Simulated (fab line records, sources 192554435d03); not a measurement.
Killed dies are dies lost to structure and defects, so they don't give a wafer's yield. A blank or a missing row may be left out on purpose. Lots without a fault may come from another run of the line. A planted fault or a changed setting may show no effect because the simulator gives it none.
Split-lot experiment | flow n5_finfet | 7 lots, 39 wafers read, on a route of 1938 steps

THE SPLIT
At N5_BEOL_M5_TRENCH_ETCH_37 (etches SiCOH lowk in C4F6/O2, target depth 71.652 nm, time 24.7 s), the setting time_s was moved away from the recipe's 24.7 s on 9 of the 39 wafers read, by -58.1% to -23.0%. The other wafers ran this setting at the recipe's value.

FROM THE SPLIT TO THE READING: what the file shows between them, 13 steps
- N5_BEOL_M5_ETCH_41: etches SiCN in CH3F/O2, target depth 31.5 nm, time 56.7 s
- N5_BEOL_M5_STRIP_91: strips in N2/H2, time 10 s
- N5_BEOL_M5_OCD_MEAS_38
- N5_BEOL_M5_HM_STRIP_39: strips TiN in peroxide tin strip, target depth 25 nm, time 158 s
- N5_BEOL_M5_SRD_40: time 30 s
- N5_BEOL_M5_ECD_50: material Cu, target thk 300 nm
- N5_BEOL_M5_ANNEAL_51: time 90 s
- N5_BEOL_M5_CMP_52: polishes, stops on SiCOH lowk, t overpolish 6.9 s, target thk 62 nm
- N5_BEOL_M5_THK_MEAS_53: measures by xrf
- N5_BEOL_M5_PRE_CLEAN_77: time 15 s
- N5_BEOL_M5_CO_CAP_78: material Co, precursor CCTBA/H2, target thk 2 nm, time 102.1 s
- N5_BEOL_M5_PRE_CLEAN_55: time 15 s
- N5_BEOL_M5_DEP_56: deposits SiCN from 3MS/NH3, target thk 8 nm, time 14 s

THE READING
M5_RS, in ohm/sq, at N5_BEOL_M5_RS_MEAS_57 (measures by four-point-probe). Fault-free wafers of this fab line usually give 0.393 ohm/sq, standard deviation 0.018 ohm/sq.

wafer  | tool, chamber at the split | time_s as run, s | against the recipe | M5_RS, ohm/sq | against lot-mates on the recipe
L075.1 | rie_diel-03, 3             | 24.7             | recipe             | 0.402         | -
L075.2 | rie_diel-03, 0             | 24.7             | recipe             | 0.391         | -
L075.3 | rie_diel-03, 2             | 24.7             | recipe             | 0.363         | -
L075.4 | rie_diel-03, 1             | 24.7             | recipe             | 0.413         | -
L075.5 | rie_diel-03, 0             | 24.7             | recipe             | 0.399         | -
L075.6 | rie_diel-03, 3             | 24.7             | recipe             | 0.388         | -
L079.1 | rie_diel-03, 1             | 24.7             | recipe             | 0.402         | -
L079.2 | rie_diel-03, 2             | 24.7             | recipe             | 0.367         | -
L079.3 | rie_diel-03, 3             | 24.7             | recipe             | 0.408         | -
L079.4 | rie_diel-03, 3             | 24.7             | recipe             | 0.420         | -
L079.5 | rie_diel-03, 1             | 24.7             | recipe             | 0.418         | -
L079.6 | rie_diel-03, 2             | 24.7             | recipe             | 0.370         | -
L083.1 | rie_diel-06, 1             | 24.7             | recipe             | 0.423         | -
L083.2 | rie_diel-06, 2             | 16.87            | -31.7%             | 0.644         | +0.237
L083.3 | rie_diel-06, 3             | 16.87            | -31.7%             | 0.781         | +0.374
L083.4 | rie_diel-06, 0             | 16.87            | -31.7%             | 0.689         | +0.282
L083.5 | rie_diel-06, 3             | 24.7             | recipe             | 0.424         | -
L083.6 | rie_diel-06, 2             | 24.7             | recipe             | 0.373         | -
L090.1 | rie_diel-06, 1             | 19.03            | -23.0%             | 0.604         | +0.206
L090.2 | rie_diel-06, 2             | 24.7             | recipe             | 0.396         | -
L090.3 | rie_diel-06, 3             | 24.7             | recipe             | 0.392         | -
L090.4 | rie_diel-06, 0             | 19.03            | -23.0%             | 0.596         | +0.198
L090.5 | rie_diel-06, 2             | 19.03            | -23.0%             | 0.566         | +0.168
L090.6 | rie_diel-06, 3             | 24.7             | recipe             | 0.407         | -
L088.1 | rie_diel-04, 0             | 10.34            | -58.1%             | 1.642         | +1.253
L088.2 | rie_diel-04, 1             | 24.7             | recipe             | 0.401         | -
L088.3 | rie_diel-04, 3             | 10.34            | -58.1%             | 1.633         | +1.244
L088.4 | rie_diel-04, 2             | 24.7             | recipe             | 0.381         | -
L088.5 | rie_diel-04, 3             | 24.7             | recipe             | 0.386         | -
L088.6 | rie_diel-04, 0             | 10.34            | -58.1%             | 1.553         | +1.164
L091.1 | rie_diel-04, 1             | 24.7             | recipe             | 0.408         | -
L091.2 | rie_diel-04, 0             | 24.7             | recipe             | 0.411         | -
L091.3 | rie_diel-04, 2             | 24.7             | recipe             | 0.379         | -
L091.4 | rie_diel-04, 3             | 24.7             | recipe             | 0.409         | -
L091.5 | rie_diel-04, 1             | 24.7             | recipe             | 0.413         | -
L091.6 | rie_diel-04, 0             | 24.7             | recipe             | 0.409         | -
L092.1 | rie_diel-03, 1             | 24.7             | recipe             | 0.405         | -
L092.5 | rie_diel-03, 3             | 24.7             | recipe             | 0.402         | -
L092.6 | rie_diel-03, 2             | 24.7             | recipe             | 0.377         | -

THE FIT
A straight line over all 39 wafers: M5_RS changes by -0.0177 ohm/sq for each +1% of time_s; r = -0.95; the points scatter about the line by 0.11 ohm/sq.
The same after taking each lot's own level away (the mean of its wafers on the recipe; 39 wafers): -0.0178 ohm/sq for each +1%; r = -0.94; scatter 0.11 ohm/sq.
On that fit, the largest move of time_s shifts the reading by 1 ohm/sq.
The lots' own levels span 0.3893 to 0.4067 ohm/sq, that is 1.0 times the standard deviation above.
So the lot-to-lot level changes the slope little: the two slopes agree.
Check: with one of the wafers moved furthest among these (-58.1%) left out of the fit, the line predicts +0.937 ohm/sq for it against its lot-mates. It came out at +1.25 ohm/sq against them.

THE WHOLE CHAIN: every reading that the file lists as answering this split, in the file's order
step                      | what it does                                                        | reading                                                                          | change (the file's fit)                | r (the file's)
N5_BEOL_M5_TRENCH_ETCH_37 | etches SiCOH lowk in C4F6/O2, target depth 71.652 nm, time 24.7 s   | BEOL_M5.feature_depth_nm (the simulator's own value, which no gauge read)        | +0.712 nm for each +1% of the setting  | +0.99
N5_BEOL_M5_TRENCH_ETCH_37 | etches SiCOH lowk in C4F6/O2, target depth 71.652 nm, time 24.7 s   | etch.depth_nm (the simulator's own value, which no gauge read)                   | +0.713 nm for each +1% of the setting  | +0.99
N5_BEOL_M5_TRENCH_ETCH_37 | etches SiCOH lowk in C4F6/O2, target depth 71.652 nm, time 24.7 s   | TiN_of_BEOL_M5_HM_DEP_02.thk_nm (the simulator's own value, which no gauge read) | -0.0217 nm for each +1% of the setting | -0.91
N5_BEOL_M5_OCD_MEAS_38    |                                                                     | trench_depth_nm                                                                  | +0.709 nm for each +1% of the setting  | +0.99
N5_BEOL_M5_CMP_52         | polishes, stops on SiCOH lowk, t overpolish 6.9 s, target thk 62 nm | Cu_of_BEOL_M5_ECD_50.thk_nm (the simulator's own value, which no gauge read)     | +0.696 nm for each +1% of the setting  | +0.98
N5_BEOL_M5_THK_MEAS_53    | measures by xrf                                                     | M5_THK                                                                           | +0.701 for each +1% of the setting     | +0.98
N5_BEOL_M5_RS_MEAS_57     | measures by four-point-probe                                        | M5_RS                                                                            | -0.0173 for each +1% of the setting    | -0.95

THE FILE'S OWN FIT
M5_RS changes by -0.0173 ohm/sq for each +1% of time_s, r = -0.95.
